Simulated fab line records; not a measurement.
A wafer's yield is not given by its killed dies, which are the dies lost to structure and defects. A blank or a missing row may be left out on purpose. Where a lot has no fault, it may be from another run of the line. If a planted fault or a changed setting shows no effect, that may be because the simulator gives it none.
Which tool was responsible? | flow nand-harc | at 1 step of a route of 1302, 12 lots with 36 wafers sampled

## WHAT THE GAUGES READ, wafer by wafer
NHARC_A_CONTACT_INSPECT_10.
lot  | measured     | on                | raw-defect-count
L075 | day 23 08:13 | defect-inspect-01 | 68 66 66
L076 | day 23 12:19 | defect-inspect-01 | 87 85 77
L078 | day 24 02:07 | defect-inspect-01 | 116 119 112
L081 | day 25 09:44 | defect-inspect-01 | 143 189 142
L082 | day 26 03:59 | defect-inspect-01 | 40 34 40
L086 | day 27 06:28 | defect-inspect-02 | 81 87 95
L089 | day 29 00:02 | defect-inspect-02 | 92 98 99
L090 | day 29 05:32 | defect-inspect-01 | 56 60 75
L088 | day 29 07:09 | defect-inspect-02 | 83 85 74
L092 | day 30 14:37 | defect-inspect-02 | 77 85 82
L095 | day 32 04:43 | defect-inspect-01 | 65 67 67
L096 | day 32 11:07 | defect-inspect-01 | 43 61 63

## WHAT TOOL EACH LOT RAN ON (gives the tool, then ch and the chambers of the sampled wafers, and finally the start)
No process step before these readings appears in the record.

## THE ANSWER, worked out from the rows above alone
Rule: the usual values come from the lots themselves. Put in order of their means at a reading, lots are off if they are a third of the lots or fewer, leave a main group of 4 or more, and stand apart from it by a gap of 3 or more times the standard deviation of the main group's means; of several such gaps the widest counts. The tables above print the reading to a certain number of digits; a main group whose means all agree to those digits is not used. Also off: a lot with no number at a reading for which 4 or more lots have one. The other lots that the step has rows for count as sound.
No lot is off at any reading shown: from this, nothing can be told.

## WHAT THE SIMULATOR HAD PUT IN
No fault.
